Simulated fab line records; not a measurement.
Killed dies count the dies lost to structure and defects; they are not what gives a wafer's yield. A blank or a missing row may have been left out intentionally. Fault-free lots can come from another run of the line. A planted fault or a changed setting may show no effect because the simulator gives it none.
fab line records	flow n5Finfet
[record] lots = 6	wafers = 17	lastDay = 18
route steps=1938 shown BEOL_M15@1807 PASSIVATION@1936
lots with no fault: from the same line, run without faults
startH: start of the lot's first displayed wafer, in hours after the record's first day	waitH: hours since the lot's step before	" unchanged from the row above	L1.1+2: one row covering several wafers at once	- no value, or no start was given	* or withheld: withheld	< > ~ a bound
route shown NAME@n: names a module that has steps shown in the file, with the first one's number in the route	usual: mean and standard deviation over wafers with no fault	same: alike in all rows	chamber/n: place in a boat	sites: the reading at each site	_std_site: how widely they spread, as a standard deviation	_edge_site: outer sites' mean less inner sites'	radiusMm: how far each site lies from the wafer's centre	mask NAME#n: copy n	behind: tool/chamber where the wafer was last shaped	hold: reason for holding the lot/hours on hold/outcome of the hold	device: transistor that didn't switch, given as n, p or np	end of line: tests of these same wafers at the route's end	step lacking rows: just its recipe	killed: not the wafer's yield, but the dies lost to structure and defects at the first sort	map: dies across one wafer; x = killed, . = not, _ = none there
set.NAME: setting as actually run; set.NAME@STEP: the setting as run at that earlier step	model.NAME: the simulator's own value behind a step, which no gauge read
lots at selected steps of the route; one table per step, one row per wafer
services: the hour from which a tool's chamber was out of use, counted from the record's first day as startH (under 0 if before that day), plus the number of hours and why
[[steps]]
[step N5_BEOL_M15_DESCUM_33]
[recipe] chemistry = O2	timeS = 7.9	sourcePowerW = 50	biasPowerW = 20	pressureMtorr = 20	rfFrequencyHz = 2.712e+07	tempC = 40	o2FlowSccm = 225
[step N5_BEOL_M15_ETCH_61]
[recipe] chemistry = N2/H2	target = BARC	targetDepthA = 890	overetchA = 267	timeS = 67.9	ionEnergyEv = 200	pressureMtorr = 30	sourceW = 840	biasW = 150	n2FlowSccm = 200	h2FlowSccm = 200
[usual] drypumpMotorCurrentA = 5.6/0.39	oesProductAu = 0.67/0.064	rfVppV = 523.4/2	showerheadPlenumPTorr = 2.53/0.073	throttleValvePct = 17.88/0.25
lot.wafer	tool	chamber	startH	waitH	drypumpMotorCurrentA	oesProductAu	rfHoursCounterH	rfVppV	showerheadPlenumPTorr	throttleValvePct
L901.1	rieDiel-06	2	299.30	0.0	5.7	0.61	211	525.7	2.62	18.05
L901.3	"	3	"	"	5.7	0.60	217	525.4	2.62	18.05
L901.4	"	0	"	"	5.2	0.65	-	522.2	2.45	18.18
L898.3	rieDiel-05	2	302.98	0.0	6.2	0.69	88	522.8	2.59	17.66
L898.4	"	1	"	"	5.6	0.60	243	525.0	2.61	17.88
L898.6	"	2	"	"	6.2	0.70	-	525.1	2.59	17.66
L903.1	rieDiel-06	0	336.73	0.0	5.2	0.64	156	520.9	2.44	18.20
L903.3	"	1	"	"	6.5	0.79	9	520.2	2.52	17.76
L903.6	"	3	"	"	5.6	0.60	-	526.6	2.61	18.07
L904.2	rieDiel-02	2	343.10	0.0	6.0	0.62	207	522.5	2.52	17.90
L904.3	"	3	"	"	5.6	0.72	46	523.0	2.49	17.81
L904.6	"	0	"	"	5.1	0.59	-	527.9	2.60	18.26
L905.2	rieDiel-05	3	347.40	0.0	5.1	0.76	29	521.4	2.47	17.83
L905.3	"	2	"	"	6.2	0.68	104	523.5	2.58	17.71
L915.4	rieDiel-06	2	414.96	0.0	5.6	0.60	-	524.8	2.61	18.12
L915.5	"	0	"	"	5.1	0.62	-	520.7	2.43	18.26
L915.6	"	2	"	"	5.6	0.60	-	524.4	2.61	18.12
[step N5_BEOL_M15_TRENCH_ETCH_34]
[recipe] chemistry = C4F8/O2/Ar	target = SiO2	targetDepthA = 8729.3	heInnerTorr = 15	heOuterTorr = 30	timeS = 199	ionEnergyEv = 800	pressureMtorr = 20	sourceW = 1905	biasW = 2040	Ar_flow_sccm = 400	C4F8_flow_sccm = 16	O2_flow_sccm = 12
[step N5_BEOL_M15_STRIP_36]
[recipe] chemistry = O2	powerW = 600	tempC = 60	pressureMtorr = 30	rfFrequencyHz = 6e+07	biasPowerW = 0	overashFraction = 0.3	o2FlowSccm = 225
[usual] drypumpMotorCurrentA = 5.6/0.43	oesProductAu = 0.78/0.085	rfVppV = 3.5/0.95	showerheadPlenumPTorr = 2.08/0.06	throttleValvePct = 16.69/0.23
lot.wafer	tool	chamber	startH	waitH	drypumpMotorCurrentA	oesProductAu	rfHoursCounterH	rfVppV	showerheadPlenumPTorr	throttleValvePct
L901.1	rieDiel-06	2	300.85	1.3	5.6	0.72	211	2.3	2.16	16.71
L901.3	"	0	"	"	5.1	0.76	145	2.8	2.01	16.91
L901.4	"	3	"	"	5.6	0.69	-	4.3	2.17	16.96
L898.3	rieDiel-02	1	303.37	0.1	5.7	0.79	85	2.7	2.02	16.69
L898.4	"	2	"	"	6.0	0.72	196	4.6	2.09	16.79
L898.6	"	0	"	"	5.1	0.66	-	2.7	2.16	17.04
L903.1	rieDiel-02	2	339.24	2.3	6.0	0.72	206	3.7	2.09	16.83
L903.3	"	3	"	"	5.6	0.84	45	3.6	2.03	16.42
L903.6	"	0	"	"	5.1	0.66	-	2.8	2.16	17.06
L904.2	rieDiel-05	0	344.97	1.6	5.3	0.79	128	3.9	2.02	16.41
L904.3	"	3	"	"	5.1	0.87	28	5.4	2.05	16.61
L904.6	"	0	"	"	5.3	0.79	-	4.3	2.02	16.40
L905.2	rieDiel-02	0	347.69	0.1	5.1	0.66	232	3.8	2.15	17.07
L905.3	"	1	"	"	5.6	0.80	96	1.7	2.02	16.76
L915.4	rieDiel-02	1	417.69	2.4	5.7	0.76	-	4.7	2.01	16.73
L915.5	"	2	"	"	6.0	0.69	-	3.2	2.08	16.84
L915.6	"	3	"	"	5.6	0.80	-	4.0	2.02	16.46
[step N5_BEOL_M15_STRIP_62]
[recipe] chemistry = O2	powerW = 600	tempC = 60	pressureMtorr = 30	rfFrequencyHz = 6e+07	biasPowerW = 0	overashFraction = 0.3	o2FlowSccm = 225
[step N5_BEOL_M15_STRIP_37]
[recipe] chemistry = O2	powerW = 600	tempC = 60	pressureMtorr = 30	rfFrequencyHz = 6e+07	biasPowerW = 0	overashFraction = 0.3	o2FlowSccm = 225
[usual] drypumpMotorCurrentA = 5.6/0.43	oesProductAu = 0.78/0.085	rfVppV = 3.7/0.67	showerheadPlenumPTorr = 2.08/0.06	throttleValvePct = 16.69/0.23
lot.wafer	tool	chamber	startH	waitH	drypumpMotorCurrentA	oesProductAu	rfHoursCounterH	rfVppV	showerheadPlenumPTorr	throttleValvePct
L901.1	rieDiel-06	2	-	-	5.6	0.71	211	3.1	2.16	16.72
L901.3	"	0	"	"	5.2	0.76	145	4.7	2.01	16.91
L901.4	"	3	"	"	5.7	0.69	-	3.5	2.17	16.95
L898.3	rieDiel-02	1	-	-	5.6	0.81	85	3.4	2.02	16.71
L898.4	"	2	"	"	6.1	0.71	196	2.7	2.09	16.79
L898.6	"	0	"	"	5.1	0.67	-	3.0	2.16	17.05
L903.1	rieDiel-02	2	-	-	6.0	0.71	206	3.8	2.09	16.81
L903.3	"	3	"	"	5.6	0.84	45	2.5	2.03	16.39
L903.6	"	0	"	"	5.1	0.67	-	3.4	2.15	17.06
L904.2	rieDiel-05	0	-	-	5.2	0.79	128	2.4	2.02	16.44
L904.3	"	3	"	"	5.1	0.90	28	3.3	2.05	16.60
L904.6	"	0	"	"	5.2	0.80	-	3.2	2.02	16.43
L905.2	rieDiel-02	0	-	-	5.1	0.66	232	3.7	2.15	17.07
L905.3	"	1	"	"	5.6	0.79	96	4.0	2.02	16.76
L915.4	rieDiel-02	1	-	-	5.6	0.78	-	3.9	2.01	16.79
L915.5	"	2	"	"	6.1	0.70	-	4.1	2.08	16.84
L915.6	"	3	"	"	5.6	0.81	-	4.4	2.02	16.47
[step N5_BEOL_M15_ETCH_38]
[recipe] chemistry = CF4/N2	target = SiCN	targetDepthA = 1064	taperDeg = 2	timeS = 120.5	ionEnergyEv = 150	maskMaterial = SiO2	pressureMtorr = 40	sourceW = 430	biasW = 70	Ar_flow_sccm = 100	cf4FlowSccm = 60	n2FlowSccm = 60
[step N5_BEOL_M15_PRECLEAN_39]
[recipe] chemistry = residueRemover	timeS = 60	tempC = 40
[step N5_BEOL_M15_SRD_40]
[recipe] timeS = 30	tempC = 23	rinseLiquid = diw	dry = n2Spin	spinRpm = 1500	dryTimeS = 30
[step N5_BEOL_M15_DEGAS_41]
[recipe] ambient = vacuum	tempC = 300	timeS = 60
[step N5_BEOL_M15_PRE_CLEAN_42]
[recipe] gas = H2/He	timeS = 30	tempC = 300
[usual] heaterPowerW = 454/38
lot.wafer	tool	chamber	startH	waitH	heaterPowerW
L901.1	pvdSputter-01	-	301.52	0.0	469
L901.3	"	-	"	"	430
L901.4	"	-	"	"	382
L898.3	pvdSputter-03	-	304.22	0.0	439
L898.4	"	-	"	"	483
L898.6	"	-	"	"	435
L903.1	pvdSputter-03	-	339.62	0.0	439
L903.3	"	-	"	"	486
L903.6	"	-	"	"	416
L904.2	pvdSputter-01	-	345.99	0.0	493
L904.3	"	-	"	"	391
L904.6	"	-	"	"	386
L905.2	pvdSputter-03	-	349.02	0.0	482
L905.3	"	-	"	"	435
L915.4	pvdSputter-03	-	418.22	0.0	486
L915.5	"	-	"	"	487
L915.6	"	-	"	"	496
[step N5_BEOL_M15_SPUTTER_43]
[recipe] material = TaN	targetThkA = 150	tempC = 50	biasV = 168.6	powerW = 15000	chamberPressurePa = 0.12	timeS = 24.19
[usual] cathodeDcPowerW = 15000/2.9	substrateTempC = 49.98/0.12	throttleValvePct = 30.3/1.2
lot.wafer	tool	chamber	startH	waitH	cathodeDcPowerW	substrateTempC	throttleValvePct	model.TaN_of_BEOL_M15_SPUTTER_43.thkNm
L901.1	pvdSputter-01	-	301.56	0.0	14997	50.34	33.1	15
L901.3	"	-	"	"	15000	49.96	29.9	14.8
L901.4	"	-	"	"	15000	49.95	31.8	14.8
L898.3	pvdSputter-03	-	304.26	0.0	14999	49.95	30.9	15
L898.4	"	-	"	"	15001	50.08	29.2	15
L898.6	"	-	"	"	15006	49.89	31.1	15
L903.1	pvdSputter-03	-	339.66	0.0	15003	50.00	30.8	15
L903.3	"	-	"	"	15000	50.05	29.3	12.6
L903.6	"	-	"	"	15003	50.01	29.0	14.8
L904.2	pvdSputter-01	-	346.03	0.0	15002	49.85	30.6	15.2
L904.3	"	-	"	"	15004	49.93	31.5	15
L904.6	"	-	"	"	15001	50.00	31.4	14.8
L905.2	pvdSputter-03	-	349.06	0.0	14999	50.05	29.5	13
L905.3	"	-	"	"	14996	50.02	31.1	13.2
L915.4	pvdSputter-03	-	418.26	0.0	15000	49.91	30.1	15.2
L915.5	"	-	"	"	15000	49.78	30.2	15
L915.6	"	-	"	"	15003	49.92	29.1	15.4
[step N5_BEOL_M15_SPUTTER_44]
[recipe] material = Ta	targetThkA = 150	tempC = 50	biasV = 80	powerW = 15000	chamberPressurePa = 0.07	timeS = 24.19
[usual] cathodeDcPowerW = 15000/3	substrateTempC = 50.01/0.12	throttleValvePct = 30.3/1.2
lot.wafer	tool	chamber	startH	waitH	cathodeDcPowerW	substrateTempC	throttleValvePct
L901.1	pvdSputter-01	-	301.64	0.0	14994	49.91	33.1
L901.3	"	-	"	"	15001	49.97	29.5
L901.4	"	-	"	"	14999	50.12	31.4
L898.3	pvdSputter-03	-	304.34	0.0	15004	49.96	30.9
L898.4	"	-	"	"	14996	50.02	29.3
L898.6	"	-	"	"	15002	49.88	30.7
L903.1	pvdSputter-03	-	339.74	0.0	14994	49.94	30.8
L903.3	"	-	"	"	14998	50.04	29.2
L903.6	"	-	"	"	14996	50.25	28.9
L904.2	pvdSputter-01	-	346.11	0.0	15003	50.10	30.7
L904.3	"	-	"	"	14996	50.00	31.3
L904.6	"	-	"	"	14999	50.24	31.5
L905.2	pvdSputter-03	-	349.14	0.0	14999	50.05	29.4
L905.3	"	-	"	"	14998	49.89	30.9
L915.4	pvdSputter-03	-	418.34	0.0	15006	49.90	30.5
L915.5	"	-	"	"	15000	50.08	30.0
L915.6	"	-	"	"	15000	50.10	29.0
[step N5_PASSIVATION_PROBE_49]
[usual] defectLimitedYield = 91.0/1.5	killed_at_M0_to_M3 = 35/11	killed_at_M4_up = 13/5	killedAtContacts = 12/5.9	killedAtFrontEnd = 42/13	killedAtOther = 3/3.2	killedDies = 106/18	killedOpen = 69/13	killedShort = 35/8.9	sort_bin_5_function = 5.2/0.95	sort_bin_6_memory = 3.3/0.71	sortNPass = 1074/18	sortYieldPct = 91.0/1.5
[same] grossDies = 1180	killedAtBackSide = 0	sort_bin_4_leakage[%] = 0	sort_bin_8_speed[%] = 0
lot.wafer	tool	chamber	startH	waitH	defectLimitedYield[%]	killed_at_M0_to_M3	killed_at_M4_up	killedAtContacts	killedAtFrontEnd	killedAtOther	killedDies	killedOpen	killedShort	sort_bin_5_function[%]	sort_bin_6_memory[%]	sortNPass	sortYieldPct[%]
L903.1	prober-01	-	354.01	0.0	89.4	39	6	19	56	5	125	74	51	6.3	4.0	1055	89.4
L903.3	prober-01	-	354.11	0.1	89.7	28	9	21	61	3	122	80	37	5.3	3.9	1058	89.7
L903.6	prober-01	-	354.26	0.3	89.5	41	12	15	56	0	124	79	45	6.2	3.8	1056	89.5
// killed by level:class
L903.1 STI_FIN_REVEAL:geometricParticle:open=22 MOL_CONTACT_COAG:geometricParticle:open=16 BEOL_M0_SAQP:geometricParticle:short=10 BEOL_M3:geometricParticle:open=7 FIN_SAQP:geometricParticle:open=6 FIN_SAQP:geometricParticle:short=5 STI_FIN_REVEAL:geometricParticle:short=5 BEOL_M1:geometricParticle:short=5
L903.3 STI_FIN_REVEAL:geometricParticle:open=27 MOL_CONTACT_COAG:geometricParticle:open=13 BEOL_M1:geometricParticle:open=9 MOL_CONTACT_COAG:geometricParticle:short=8 BEOL_M0_SAQP:geometricParticle:short=6 BEOL_M3:geometricParticle:open=6 HKMG_FIN:areaEtch=5 FIN_SAQP:geometricParticle:short=4
L903.6 STI_FIN_REVEAL:geometricParticle:open=18 FIN_SAQP:geometricParticle:short=15 MOL_CONTACT_COAG:geometricParticle:open=10 BEOL_M0_SAQP:geometricParticle:open=10 BEOL_M0_SAQP:geometricParticle:short=8 BEOL_M1:geometricParticle:open=7 BEOL_M0:geometricParticle:open=7 FIN_SAQP:geometricParticle:open=5
[[services]]
tool	chamber	startH	hours	kind
rieDiel-06	-	295.07	0.1	repair
rieDiel-05	3	319.91	10.7	repair
rieDiel-02	1	328.63	4.6	repair
rieDiel-05	1	330.59	-	clean
rieDiel-05	1	330.59	-	consumableReplace:focusRing
rieDiel-05	1	330.59	19.4	scheduledDown
rieDiel-05	1	330.59	19.4	ventCycle
rieDiel-02	0	358.37	6.8	repair
rieDiel-05	-	361.43	1.6	repair
rieDiel-02	-	370.37	2.8	pm
rieDiel-06	3	406.45	-	clean
rieDiel-06	3	406.45	-	consumableReplace:focusRing
rieDiel-06	3	406.45	24.5	scheduledDown
rieDiel-06	3	406.45	24.5	ventCycle
rieDiel-06	1	410.30	9.1	repair
rieDiel-02	0	413.90	-	clean
rieDiel-02	0	413.90	-	consumableReplace:focusRing
rieDiel-02	0	413.90	17.9	scheduledDown
rieDiel-02	0	413.90	17.9	ventCycle
[[key]]
firstSign none at tools or gauges
[modelEffect] step = N5_BEOL_M15_SPUTTER_43	value = TaN_of_BEOL_M15_SPUTTER_43.thkNm	without = 15	struck = 12.93
metAt N5_BEOL_M15_SPUTTER_43
struckWafers L903.3,L905.2,L905.3
onsetBetween 304.26 339.66
[fault] kind = processParameterDrift	tool = pvdSputter-03	chamber = -	onsetH = 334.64	steps = N5_BEOL_M15_SPUTTER_43	channel = timeS	offset = *	shape = step	endH = 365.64	scope = struckWafersOnly	actsIn = *	stated = *
